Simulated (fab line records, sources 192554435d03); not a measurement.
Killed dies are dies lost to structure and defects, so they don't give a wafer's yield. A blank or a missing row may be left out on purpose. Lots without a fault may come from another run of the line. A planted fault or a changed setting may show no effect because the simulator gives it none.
fab line records | flow n5_finfet
record lots=9 wafers=27 last_day=18
route steps=1938 shown BEOL_M1@828 BEOL_M2@859 BEOL_M4@1111
lots that met no fault: from a run of the same line without faults
start_h: hours from the record's first day to the start of the lot's first wafer shown | wait_h: hours since the lot's step before | " the same as in the row above | L1.1+2: a row that stands for several wafers | - no value, or no start given | * or withheld: withheld | < > ~ a bound
route shown NAME@n: a module of which the file shows steps, and the number in the route of the first | usual: mean/standard deviation of fault-free wafers | same: alike in all rows | chamber/n: place in a boat | sites: the reading at each site | _std_site: their standard deviation | _edge_site: outer sites' mean less inner sites' | radius_mm: how far each site lies from the wafer's centre | mask NAME#n: copy n | behind: the tool/chamber that last shaped the wafer | hold: why the lot was held/for how many hours/how that ended | device: the transistor (n, p or np) that didn't switch | end of line: the same wafers' tests at the end of the route | a step without rows: its recipe alone | killed: dies lost to structure and defects at the first sort, not the wafer's yield | map: a wafer's dies, x killed, . not, _ none there
set.NAME: the setting as run; set.NAME@STEP: as run at that earlier step | model.NAME: the simulator's own value behind a step, which no gauge read
steps of the route over a sample of lots; a table a step, a row a wafer
services: from which hour (start_h, from the record's first day; less than 0 if before it) a tool's chamber was out of use, for how many hours, and why
## steps
# step N5_BEOL_M1_SPUTTER_94
# recipe material=Cu target_thk_a=45 temp_c=-20 chamber_pressure_pa=0.07 power_w=withheld time_s=8.29
# usual throttle_valve_pct=29.4/1.1
# same time_s=8.29
# columns lot.wafer tool chamber start_h wait_h throttle_valve_pct
L581.1 pvd_sputter-01 - 149.59 0.1 27.8
L581.4 " - " " 29.0
L581.6 " - " " 30.8
L582.3 pvd_sputter-02 - 153.52 0.1 30.4
L582.5 " - " " 31.2
L582.6 " - " " 30.4
L585.2 pvd_sputter-01 - 167.34 0.1 30.7
L585.4 " - " " 28.0
L585.5 " - " " 28.0
L586.4 pvd_sputter-02 - 178.01 0.1 29.8
L586.5 " - " " 30.3
L586.6 " - " " 30.2
L587.1 pvd_sputter-03 - 185.40 0.1 28.7
L587.2 " - " " 28.9
L587.6 " - " " 28.6
L595.2 pvd_sputter-02 - 239.00 0.1 29.3
L595.3 " - " " 31.0
L595.6 " - " " 30.7
L598.1 pvd_sputter-03 - 249.10 0.1 28.7
L598.2 " - " " 30.7
L598.4 " - " " 28.9
L600.3 pvd_sputter-03 - 267.46 0.1 28.7
L600.5 " - " " 28.6
L600.6 " - " " 28.8
L601.1 pvd_sputter-01 - 270.77 0.1 30.5
L601.4 " - " " 27.8
L601.5 " - " " 27.5
# step N5_BEOL_M1_RS_MEAS_58
# recipe thk_meas_gauge=four-point-probe reads=Co_of_BEOL_M1_CO_CAP_55+Cu_of_BEOL_M1_ECD_50+Co_of_BEOL_M1_CVD_47+TaN_of_BEOL_M1_ALD_84
# usual M1_RS=0.67/0.032
# columns lot.wafer tool chamber start_h wait_h M1_RS[ohm/sq]
L581.1 film_metro-02 - 150.86 0.0 0.73
L581.4 " - " " 0.65
L581.6 " - " " 0.67
L582.3 film_metro-02 - 154.80 0.1 0.68
L582.5 " - " " 0.68
L582.6 " - " " 0.62
L585.2 film_metro-01 - 168.90 0.1 0.72
L585.4 " - " " 0.71
L585.5 " - " " 0.64
L586.4 film_metro-02 - 180.11 0.0 0.69
L586.5 " - " " 0.65
L586.6 " - " " 0.64
L587.1 film_metro-02 - 189.49 0.0 0.73
L587.2 " - " " 0.68
L587.6 " - " " 0.65
L595.2 film_metro-01 - 240.26 0.1 0.67
L595.3 " - " " 0.63
L595.6 " - " " 0.60
L598.1 film_metro-01 - 250.38 0.0 0.68
L598.2 " - " " 0.68
L598.4 " - " " 0.61
L600.3 film_metro-02 - 268.73 0.1 0.71
L600.5 " - " " 0.67
L600.6 " - " " 0.63
L601.1 film_metro-02 - 272.04 0.0 0.68
L601.4 " - " " 0.65
L601.5 " - " " 0.62
# step N5_BEOL_M2_ETCH_63
# recipe chemistry=CF4 target=SiARC target_depth_a=156 mask_material=CAR-EUV time_s=26 ion_energy_ev=80 pressure_mtorr=40 source_w=545 bias_w=36 Ar_flow_sccm=100 cf4_flow_sccm=100 ends=cleared
# usual bias_w=36.00/0.1 drypump_motor_current_A=5.6/0.35 etch_rf_on_time_s=26.1/0.48 oes_product_au=0.68/0.077 rf_vpp_V=184.3/1.2 showerhead_plenum_p_Torr=2.16/0.063 throttle_valve_pct=15.49/0.19
# columns lot.wafer tool chamber start_h wait_h bias_w drypump_motor_current_A etch_rf_on_time_s oes_product_au rf_hours_counter_h rf_vpp_V showerhead_plenum_p_Torr throttle_valve_pct
L581.1 rie_diel-05 0 152.21 0.0 35.97 5.6 25.9 0.75 38 187.7 2.26 15.47
L581.4 " 2 " " 36.02 5.8 25.7 0.61 182 185.6 2.21 15.29
L581.6 " 3 " " 35.91 5.7 26.2 0.61 - 183.9 2.13 15.54
L582.3 rie_diel-05 3 156.42 0.0 36.02 5.7 26.5 0.60 196 185.5 2.13 15.55
L582.5 " 3 " " 36.03 5.7 26.6 0.61 - 183.1 2.13 15.55
L582.6 " 0 " " 35.97 5.5 26.5 0.75 - 185.9 2.26 15.44
L585.2 rie_diel-02 2 170.61 0.0 35.91 6.6 26.5 0.64 152 181.5 2.05 15.50
L585.4 " 3 " " 36.05 5.5 26.8 0.76 40 183.8 2.11 15.62
L585.5 " 2 " " 36.06 6.6 26.3 0.64 - 183.8 2.05 15.50
L586.4 rie_diel-04 2 181.27 0.0 36.04 5.7 25.2 0.63 178 184.4 2.23 15.79
L586.5 " 1 " " 35.89 5.3 26.1 0.80 - 183.4 2.09 15.01
L586.6 " 0 " " 36.01 5.9 26.3 0.64 - 185.0 2.13 15.54
L587.1 rie_diel-05 2 190.88 0.0 35.88 5.7 25.9 0.60 200 184.8 2.21 15.31
L587.2 " 0 " " 36.05 5.6 26.2 0.72 56 185.8 2.26 15.49
L587.6 " 3 " " 36.01 5.7 26.7 0.60 - 183.3 2.13 15.60
L595.2 rie_diel-05 2 242.09 0.0 35.91 5.8 26.0 0.59 217 185.9 2.20 15.35
L595.3 " 0 " " 35.78 5.6 26.4 0.70 71 185.3 2.25 15.50
L595.6 " 3 " " 35.91 5.7 26.5 0.58 - 184.4 2.12 15.62
L598.1 rie_diel-04 1 251.41 0.0 35.90 5.4 26.0 0.74 31 183.4 2.08 15.06
L598.2 " 3 " " 36.17 4.9 25.5 0.74 63 185.6 2.25 15.31
L598.4 " 0 " " 35.89 5.9 26.4 0.62 198 183.0 2.12 15.56
L600.3 rie_diel-02 0 271.72 0.0 35.78 5.4 26.1 0.65 146 183.6 2.15 15.49
L600.5 " 0 " " 35.81 5.4 26.0 0.65 - 184.1 2.15 15.48
L600.6 " 3 " " 35.98 5.5 25.9 0.73 - 183.1 2.10 15.69
L601.1 rie_diel-02 0 275.35 0.0 35.73 5.4 26.8 0.64 146 183.8 2.15 15.50
L601.4 " 1 " " 35.97 5.4 25.8 0.74 36 183.1 2.18 15.61
L601.5 " 1 " " 36.03 5.4 26.1 0.72 - 184.6 2.18 15.60
# step N5_BEOL_M2_ETCH_64
# recipe chemistry=N2/H2 target=SOC target_depth_a=750 overetch_a=225 mask_material=SiARC temp_c=40 time_s=121.9 ion_energy_ev=200 pressure_mtorr=30 source_w=840 bias_w=150 n2_flow_sccm=200 h2_flow_sccm=200
# usual bias_w=150.0/0.45 drypump_motor_current_A=5.6/0.35 oes_product_au=0.60/0.065 rf_vpp_V=524.5/2.3 showerhead_plenum_p_Torr=2.57/0.082 throttle_valve_pct=17.68/0.21
# same time_s=121.9
# columns lot.wafer tool chamber start_h wait_h bias_w drypump_motor_current_A oes_product_au rf_hours_counter_h rf_vpp_V showerhead_plenum_p_Torr throttle_valve_pct
L581.1 rie_diel-05 0 152.24 0.0 149.7 5.5 0.67 38 528.0 2.71 17.74
L581.4 " 2 " " 150.2 5.8 0.54 182 527.9 2.63 17.34
L581.6 " 3 " " 150.2 5.7 0.55 - 522.9 2.50 17.54
L582.3 rie_diel-05 3 156.45 0.0 149.7 5.7 0.55 196 524.1 2.50 17.54
L582.5 " 3 " " 148.9 5.7 0.55 - 523.0 2.50 17.52
L582.6 " 0 " " 149.8 5.5 0.67 - 528.9 2.71 17.76
L585.2 rie_diel-02 2 170.64 0.0 149.8 6.6 0.58 152 520.3 2.43 17.68
L585.4 " 3 " " 150.2 5.5 0.67 40 522.0 2.49 17.81
L585.5 " 2 " " 150.4 6.6 0.58 - 521.2 2.43 17.70
L586.4 rie_diel-04 2 181.29 0.0 149.6 5.7 0.56 179 525.0 2.63 18.08
L586.5 " 1 " " 150.2 5.4 0.71 - 523.0 2.52 17.49
L586.6 " 0 " " 150.4 5.9 0.57 - 522.3 2.54 17.72
L587.1 rie_diel-05 2 190.91 0.0 150.3 5.8 0.53 200 526.8 2.62 17.35
L587.2 " 0 " " 149.9 5.6 0.65 56 529.0 2.71 17.78
L587.6 " 3 " " 149.1 5.7 0.54 - 523.2 2.50 17.55
L595.2 rie_diel-05 2 242.12 0.0 142.9 5.8 0.52 217 510.7 2.61 17.38
L595.3 " 0 " " 149.2 5.6 0.63 71 527.5 2.70 17.81
L595.6 " 3 " " 150.5 5.7 0.53 - 522.9 2.49 17.59
L598.1 rie_diel-04 1 251.44 0.0 150.4 5.4 0.65 31 523.5 2.51 17.54
L598.2 " 3 " " 149.7 5.0 0.66 63 527.1 2.69 17.64
L598.4 " 0 " " 149.7 5.9 0.56 198 523.3 2.53 17.75
L600.3 rie_diel-02 0 271.75 0.0 149.8 5.4 0.58 146 522.5 2.55 17.63
L600.5 " 0 " " 149.4 5.4 0.58 - 525.8 2.55 17.63
L600.6 " 3 " " 150.1 5.5 0.64 - 521.6 2.47 17.86
L601.1 rie_diel-02 0 275.38 0.0 149.3 5.4 0.58 146 523.7 2.55 17.63
L601.4 " 1 " " 149.6 5.4 0.65 36 526.1 2.60 17.89
L601.5 " 1 " " 150.1 5.4 0.65 - 526.9 2.60 17.87
# step N5_BEOL_M4_RC_MEAS_101
# usual DIBL_N=35.8/1.8 DIBL_P=35.9/2.2 IOFF_N=0.16/0.035 IOFF_P=0.21/0.04 ION_N=672/11 ION_P=461/7.4 SS_N=71.4/0.64 SS_P=73.2/0.67 VT_N=250/3.5 VT_P=-251/3.4
# columns lot.wafer tool chamber start_h wait_h DIBL_N[mV/V] DIBL_P[mV/V] IOFF_N[nA/um] IOFF_P[nA/um] ION_N[uA/um] ION_P[uA/um] SS_N[mV/dec] SS_P[mV/dec] VT_N[mV] VT_P[mV]
L581.1 prober-02 0 183.44 0.0 36.6 36.8 0.18 0.25 683 471 72.0 73.6 245 -246
L581.4 " 0 " " 32.9 32.4 0.12 0.18 659 458 70.8 72.4 255 -251
L581.6 " 0 " " 34.7 33.6 0.14 0.18 665 454 71.4 72.8 249 -250
L582.3 prober-02 0 188.64 0.3 37.6 39.3 0.21 0.27 679 467 72.1 73.9 247 -246
L582.5 " 0 " " 34.5 35.6 0.15 0.21 670 459 71.0 72.9 250 -247
L582.6 " 0 " " 35.5 37.1 0.17 0.24 676 473 71.4 73.0 251 -248
L585.2 prober-01 0 209.22 0.2 36.0 35.7 0.15 0.20 665 462 71.5 72.8 254 -250
L585.4 " 0 " " 39.2 39.2 0.21 0.27 683 468 72.0 74.2 251 -248
L585.5 " 0 " " 38.9 39.0 0.20 0.25 676 470 72.2 73.1 248 -250
L586.4 prober-02 0 214.06 0.5 36.3 36.0 0.15 0.18 663 455 71.7 73.6 251 -253
L586.5 " 0 " " 38.0 39.9 0.19 0.26 677 462 71.8 74.1 249 -249
L586.6 " 0 " " 36.0 36.2 0.15 0.19 667 458 71.1 73.6 249 -251
L587.1 prober-01 0 218.52 0.0 37.6 38.2 0.20 0.24 682 460 72.5 74.0 248 -248
L587.2 " 0 " " 34.9 34.9 0.14 0.19 667 458 71.6 72.9 252 -252
L587.6 " 0 " " 38.6 38.6 0.20 0.25 682 465 72.4 73.3 247 -247
L595.2 prober-01 0 273.52 0.2 37.6 37.8 0.17 0.19 671 444 72.1 73.8 251 -257
L595.3 " 0 " " 36.7 36.8 0.15 0.17 668 446 72.0 73.5 252 -256
L595.6 " 0 " " 35.9 36.1 0.14 0.17 660 448 71.8 73.5 253 -256
L598.1 prober-02 0 282.56 0.0 35.1 36.4 0.15 0.23 668 461 71.7 73.3 248 -248
L598.2 " 0 " " 36.7 38.3 0.19 0.26 679 472 72.2 72.9 246 -245
L598.4 " 0 " " 34.3 35.3 0.14 0.21 669 466 71.8 72.9 252 -248
L600.3 prober-02 0 309.15 0.3 35.9 34.6 0.14 0.20 676 467 70.8 73.0 249 -252
L600.5 " 0 " " 35.5 34.3 0.14 0.20 683 466 71.0 72.3 249 -251
L600.6 " 0 " " 35.3 33.3 0.12 0.19 669 464 70.5 72.7 254 -252
L601.1 prober-02 0 311.74 0.0 34.4 33.0 0.11 0.17 659 459 70.6 72.5 255 -251
L601.4 " 0 " " 35.2 34.1 0.12 0.18 658 459 71.7 72.9 255 -253
L601.5 " 0 " " 32.4 30.8 0.09 0.14 653 453 70.3 71.6 257 -255
## services
# columns tool chamber start_h hours kind
rie_diel-05 2 127.78 5.4 repair
rie_diel-04 0 133.20 5.6 repair
rie_diel-02 1 143.12 - clean
rie_diel-02 1 143.12 - consumable_replace:focus_ring
rie_diel-02 1 143.12 20.1 scheduled_down
rie_diel-02 1 143.12 20.1 vent_cycle
rie_diel-04 1 144.24 - clean
rie_diel-04 1 144.24 - consumable_replace:focus_ring
rie_diel-04 1 144.24 17.1 scheduled_down
rie_diel-04 1 144.24 17.1 vent_cycle
rie_diel-05 1 153.82 - clean
rie_diel-05 1 153.82 - consumable_replace:focus_ring
rie_diel-05 1 153.82 20.4 scheduled_down
rie_diel-05 1 153.82 20.4 vent_cycle
rie_diel-05 3 207.52 3.0 repair
rie_diel-04 2 266.00 8.9 repair
## key
first_sign step=N5_BEOL_M2_ETCH_64 reading=bias_w direction=down sigmas=16 usual=* struck=*
effect step=N5_BEOL_M2_ETCH_64 reading=rf_vpp_V direction=down sigmas=5.9 usual=524.5 struck=510.7
met_at N5_BEOL_M2_ETCH_64
struck_lots L595
struck_wafers L595.2
not_acting_at N5_BEOL_M1_SPUTTER_94,N5_BEOL_M1_RS_MEAS_58,N5_BEOL_M2_ETCH_63
onset_between 190.91 242.12
fault kind=process_parameter_drift tool=rie_diel-05 chamber=2 onset_h=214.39 steps=N5_BEOL_M2_ETCH_64 channel=bias_w offset=* shape=step end_h=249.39 acts_in=* stated=*
